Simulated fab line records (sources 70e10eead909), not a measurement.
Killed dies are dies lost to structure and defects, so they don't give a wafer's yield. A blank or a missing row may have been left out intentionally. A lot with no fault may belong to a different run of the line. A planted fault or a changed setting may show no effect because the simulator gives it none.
Chamber matching	flow nandHarc	NHARC_P_M0_DESCUM_14 on rieDiel-03: 4 sister chambers
The step chemistry O2, time 3 s. 7 wafers are shown with their chamber, then 7 later ones without.

== WAFERS WITH THEIR CHAMBER ==
wafer	chamber	drypumpMotorCurrentA (A)	rfVppV (V)
L077.3	1	5.4	57.6
L080.1	0	5.8	58.7
L080.6	2	6.2	56.3
L083.4	2	6.1	56.4
L083.5	3	5.9	57.6
L084.2	1	5.4	57.9
L084.4	3	5.9	56.2

== WAFERS WITH NO CHAMBER GIVEN ==
wafer	drypumpMotorCurrentA (A)	rfVppV (V)
L084.5	5.9	56.6
L095.2	5.4	57.3
L095.3	5.9	57.6
L095.5	5.4	55.9
L096.1	5.4	57.9
L096.2	5.7	58.0
L096.4	5.9	57.6

== THE CHAMBER EACH PASSED THROUGH ==
wafer	from the rows above	in truth
L084.5	3	3
L095.2	1	1
L095.3	can't be placed: 3 or 0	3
L095.5	1	1
L096.1	1	1
L096.2	0	0
L096.4	can't be placed: 3 or 0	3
5 of 7 placed correctly. Can't be placed from these rows: 2 (the true chamber is among the candidates in 2). 0 placed wrongly.
How it was worked out, from the rows above alone: a wafer's distance from a chamber is the root of the sum, over the readings, of the square of ((its reading less the chamber's mean) divided by the reading's scatter). The wafer belongs to the nearest chamber; if the next one is less than 2 further off, it can't be placed. Each chamber's mean is taken over the wafers shown for it. The scatter: the root of (the sum of the squares of (reading less its chamber's mean) over the shown wafers, divided by (wafers less chambers)).
